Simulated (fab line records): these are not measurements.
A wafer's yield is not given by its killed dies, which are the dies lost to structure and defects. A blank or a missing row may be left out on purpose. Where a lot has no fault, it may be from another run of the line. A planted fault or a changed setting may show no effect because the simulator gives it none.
Matching of chambers | flow n5-finfet | pecvd-02 running N5_BEOL_M6_PECVD_70: 3 sister chambers
The step deposits SiO2 from TEOS/O2, target thk 20 nm, time 22.7 s. 18 wafers are shown with their chamber, then 9 later ones without.

## WAFERS WITH THEIR CHAMBER
wafer  | chamber | throttle-valve-pct (%) | showerhead-plenum-p-Torr (Torr) | heater-power-w (W)
L074.1 | 0       | 20.8                   | 8.73                            | 674
L074.4 | 0       | 20.8                   | 8.73                            | 634
L074.5 | 1       | 22.7                   | 8.76                            | 654
L078.1 | 2       | 22.3                   | 8.70                            | 605
L078.2 | 1       | 22.6                   | 8.76                            | 642
L078.6 | 0       | 20.8                   | 8.72                            | 692
L076.2 | 1       | 22.6                   | 8.79                            | 703
L076.3 | 2       | 22.5                   | 8.71                            | 576
L076.5 | 0       | 21.0                   | 8.73                            | 732
L080.2 | 2       | 22.3                   | 8.71                            | 662
L080.3 | 1       | 22.6                   | 8.76                            | 641
L080.5 | 1       | 22.8                   | 8.78                            | 653
L081.2 | 1       | 22.8                   | 8.79                            | 741
L081.5 | 1       | 22.7                   | 8.76                            | 715
L081.6 | 2       | 22.5                   | 8.70                            | 569
L085.4 | 0       | 20.5                   | 8.73                            | 702
L085.5 | 2       | 22.4                   | 8.75                            | 673
L085.6 | 1       | 22.4                   | 8.77                            | 604

SIGNATURES (averages over the wafers above)
reading                  | chamber 0 | chamber 1 | chamber 2 | scatter within a chamber
throttle-valve-pct       | 20.780    | 22.650    | 22.400    | 0.139
showerhead-plenum-p-Torr | 8.7280    | 8.7713    | 8.7140    | 0.0143
heater-power-w           | 686.80    | 669.12    | 617.00    | 44.1
Rule: a wafer's distance from a chamber is the root of the sum, over the readings, of the square of ((its reading less the chamber's mean) divided by the reading's scatter). The wafer belongs to the nearest chamber; if the next one is less than 2 further off, it can't be placed. The scatter: take each reading less its chamber's mean, square it, sum over the shown wafers, divide by the number of wafers less the number of chambers, and take the root.

## WAFERS WHOSE CHAMBER IS MISSING
wafer  | throttle-valve-pct (%) | showerhead-plenum-p-Torr (Torr) | heater-power-w (W)
L086.2 | 22.3                   | 8.69                            | 625
L086.4 | 20.7                   | 8.73                            | 675
L086.5 | 22.6                   | 8.71                            | 643
L089.3 | 20.8                   | 8.75                            | 691
L089.4 | 22.5                   | 8.69                            | 666
L089.5 | 20.8                   | 8.74                            | 669
L096.1 | 22.8                   | 8.72                            | 646
L096.2 | 20.8                   | 8.75                            | 632
L096.5 | 20.7                   | 8.75                            | 644

## CHAMBER TAKEN BY EACH
wafer  | from the rows above     | in truth
L086.2 | 2                       | 2
L086.4 | 0                       | 0
L086.5 | 2                       | 2
L089.3 | 0                       | 0
L089.4 | 2                       | 2
L089.5 | 0                       | 0
L096.1 | can't be placed: 2 or 1 | 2
L096.2 | 0                       | 0
L096.5 | 0                       | 0
Correctly placed: 8 of 9. Can't be placed from these rows: 1 (the true chamber is among the candidates in 1). Number placed wrongly: 0.
